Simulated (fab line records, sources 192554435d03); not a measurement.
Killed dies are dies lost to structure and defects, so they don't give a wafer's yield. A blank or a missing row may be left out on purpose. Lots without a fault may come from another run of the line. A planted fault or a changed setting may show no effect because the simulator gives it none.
A struck lot beside a sound one | flow n5_finfet | 23 steps out of a route of 1938
Sound: wafers L337.2, L337.3, L337.5. Struck: wafers L324.2, L324.5, L324.6. The cause comes at the end.
At each step with rows: each side's tool, then ch and its chambers, then its first start. Under that, the readings that differ: sound wafers | struck wafers | difference of the means | sigmas: that difference in standard deviations of wafers without a fault.
alike: readings whose means differ by less than 2 such deviations, and words and numbers that are the same on both sides. not compared: withheld readings, readings that some wafer has no value for, bounds like >300 that may hide the same value, and numbers for which the record gives no deviation and whose values overlap.
The two part at a step that has a row with sigmas, a row that says differs or no value, or rows on one side only. Numbers that don't overlap but have no deviation are shown without sigmas and don't part them. A reading that every wafer of one side lacks parts them only if that side has two wafers or more.

first, 9 steps without rows for these wafers: N5_DUMMY_GATE_EXPOSE_12 (exposes mask GATE, target cd 25 nm); N5_DUMMY_GATE_PEB_13 (peb time 60 s); N5_DUMMY_GATE_DEVELOP_14 (develop time 30 s); N5_DUMMY_GATE_DESCUM_20 (chemistry O2, time 6.2 s); N5_DUMMY_GATE_ETCH_29 (etches underlayer in N2/H2, target depth 13 nm); N5_DUMMY_GATE_ETCH_36 (etches SiARC in CF4, target depth 13 nm); N5_DUMMY_GATE_ETCH_37 (etches SOC in N2/H2, target depth 60 nm, overetch 30 nm); N5_DUMMY_GATE_STRIP_38 (strips in N2/H2); N5_DUMMY_GATE_STRIP_39 (strips in N2/H2).
N5_DUMMY_GATE_TRIM_49: chemistry O2, time 29 s, target cd 14 nm.
  sound on rie_si-05 ch 0,3, day 8 16:08; struck on rie_si-04 ch 0,1,3, day 5 12:11
  no value came back on the struck wafers for any of 6 readings (O2_flow_sccm (sccm), bias_power_w (W) and others); on the sound wafers O2_flow_sccm (sccm) reads 99.9 100.3 100.3
  reading                     | sound        | struck     | difference | sigmas
  model.DUMMY_GATE.cd_nm (nm) | 14.2 14 13.8 | 23.2 23 23 | +9.1       |
  not compared: rf_hours_counter_h
then, 1 step without rows for these wafers: N5_DUMMY_GATE_STRIP_40 (strips in CF4).
N5_DUMMY_GATE_CD_MEAS_50: target cd 14 nm.
  sound on cd_sem-02, day 8 16:18; struck on cd_sem-03, day 5 12:20
  reading    | sound             | struck            | difference | sigmas
  cd_nm (nm) | 14.15 14.20 13.56 | 23.31 22.85 22.83 | +9.03      | +31
then, 6 steps without rows for these wafers: N5_DUMMY_GATE_ETCH_31 (etches SiO2 in C4F6/O2, target depth 82.5 nm, time 27.5 s); N5_DUMMY_GATE_STRIP_41 (strips in O2); N5_DUMMY_GATE_HM_OPEN_21 (chemistry CH3F/O2, target SiNx, target depth 120 nm, time 171.4 s); N5_DUMMY_GATE_ETCH_32 (etches SiO2 in CF4, target depth 3.5 nm, time 3.9 s); N5_DUMMY_GATE_ETCH_23 (etches poly-Si in HBr/Cl2/O2, target depth 41 nm, time 22.3 s); N5_DUMMY_GATE_ETCH_44 (etches poly-Si in HBr/O2, stops on SiO2, target depth 127.5 nm).
N5_DUMMY_GATE_CD_MEAS_24: target cd 15 nm.
  sound on cd_sem-03, day 8 16:55; struck on cd_sem-03, day 5 12:50
  reading    | sound          | struck         | difference | sigmas
  cd_nm (nm) | 15.0 14.9 14.8 | 23.9 24.3 23.9 | +9.1       | +28
N5_DUMMY_GATE_ETCH_42: etches SiO2 in CHF3/O2, target depth 3.5 nm, time 31 s.
  sound on rie_diel-02 ch 2,3, day 8 17:00; struck on rie_diel-02 ch 2,3, day 5 13:11
  reading                     | sound        | struck       | difference | sigmas
  model.DUMMY_GATE.cd_nm (nm) | 15 14.8 14.6 | 24.2 24.2 24 | +9.3       |
  alike: drypump_motor_current_A, oes_product_au, rf_vpp_V, showerhead_plenum_p_Torr, throttle_valve_pct
  not compared: rf_hours_counter_h
then, 1 step without rows for these wafers: N5_DUMMY_GATE_STRIP_48 (strips in N2/H2, time 20 s).
N5_BEOL_M4_RC_MEAS_101:
  the record has rows for the sound wafers here (prober-01 ch 0, day 15 20:09) and none for the struck ones
-- the record jumps here: 11 days lie between the struck wafers' starts before and after (it left off in module BEOL_M4 and takes up again in module PASSIVATION, whose first step shown is number 1936 of the route) --
N5_PASSIVATION_PROBE_49:
  the record has rows for the struck wafers here (prober-02, day 16 09:10) and none for the sound ones

WHERE THEY PART
First at N5_DUMMY_GATE_TRIM_49; last, within this record, at N5_PASSIVATION_PROBE_49.

WHY: what the simulator had put in
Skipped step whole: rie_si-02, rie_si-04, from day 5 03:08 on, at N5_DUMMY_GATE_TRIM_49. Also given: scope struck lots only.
